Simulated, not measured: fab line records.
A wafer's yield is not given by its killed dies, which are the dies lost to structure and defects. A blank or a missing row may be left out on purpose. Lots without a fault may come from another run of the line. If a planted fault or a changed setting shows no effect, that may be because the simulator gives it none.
Which tool did it? :: flow n5_finfet :: Sampling: 10 lots, 28 wafers, 2 of 1938 route steps

== WHAT EACH GAUGE READ, for each wafer ==
N5_BEOL_M0_OCD_MEAS_108.
lot: L401
measured: day 5 20:16
on: ocd-01
trench_depth_nm (nm): 31.8 32.4 32.1

lot: L402
measured: day 6 08:19
on: ocd-01
trench_depth_nm (nm): 32.8 31.8 32.0

lot: L407
measured: day 7 08:56
on: ocd-01
trench_depth_nm (nm): 33.4 33.5 32.0

lot: L416
measured: day 9 18:47
on: ocd-01
trench_depth_nm (nm): 33.1 31.9 33.7

lot: L417
measured: day 9 23:15
on: ocd-01
trench_depth_nm (nm): 32.4 33.0 32.5

lot: L418
measured: day 10 01:38
on: ocd-02
trench_depth_nm (nm): 31.2 31.8

lot: L419
measured: day 10 08:18
on: ocd-02
trench_depth_nm (nm): 31.8 32.2 32.8

lot: L420
measured: day 10 16:08
on: ocd-02
trench_depth_nm (nm): 31.8 33.2 31.7

lot: L422
measured: day 11 00:30
on: ocd-01
trench_depth_nm (nm): 34.2 33.8 33.9

lot: L424
measured: day 11 19:58
on: ocd-01
trench_depth_nm (nm): 33.2 34.1

== TOOL THAT RAN EACH LOT (tool first, then ch and the chambers of the sampled wafers, then the start) ==
lot: L401
N5_BEOL_M0_STRIP_140: rie_diel-02 ch 1,2,3, day 5 19:58

lot: L402
N5_BEOL_M0_STRIP_140: rie_diel-05 ch 0,1,3, day 6 07:58

lot: L407
N5_BEOL_M0_STRIP_140: rie_diel-02 ch 0,1, day 7 08:02

lot: L416
N5_BEOL_M0_STRIP_140: rie_diel-02 ch 1,3, day 9 17:53

lot: L417
N5_BEOL_M0_STRIP_140: rie_diel-01 ch 1, day 9 22:55

lot: L418
N5_BEOL_M0_STRIP_140: rie_diel-02 ch 0,3, day 10 01:08

lot: L419
N5_BEOL_M0_STRIP_140: rie_diel-01 ch 0,2,3, day 10 08:01

lot: L420
N5_BEOL_M0_STRIP_140: rie_diel-05 ch 0,2,3, day 10 15:50

lot: L422
N5_BEOL_M0_STRIP_140: rie_diel-01 ch 0,1,2, day 10 23:59

lot: L424
N5_BEOL_M0_STRIP_140: rie_diel-02 ch 0,1, day 11 18:57
- N5_BEOL_M0_STRIP_140: strips in CF4.

== THE ANSWER, worked out from the rows above alone ==
Rule: what is usual is taken from the lots themselves. Put in order of their means at a reading, lots are off if they are a third of the lots or fewer, leave a main group of 4 or more, and stand apart from it by a gap of 3 or more times the standard deviation of the main group's means; of several such gaps the widest counts. The tables above print the reading to a certain number of digits; a main group whose means all agree to those digits is not used. A lot without any number at a reading at which 4 lots or more have one is off too. Where the step has rows for the other lots, those lots are counted as sound.
Across all readings shown, no lot is off: no conclusion can be drawn from this.

== WHAT THE SIMULATOR HAD PUT IN ==
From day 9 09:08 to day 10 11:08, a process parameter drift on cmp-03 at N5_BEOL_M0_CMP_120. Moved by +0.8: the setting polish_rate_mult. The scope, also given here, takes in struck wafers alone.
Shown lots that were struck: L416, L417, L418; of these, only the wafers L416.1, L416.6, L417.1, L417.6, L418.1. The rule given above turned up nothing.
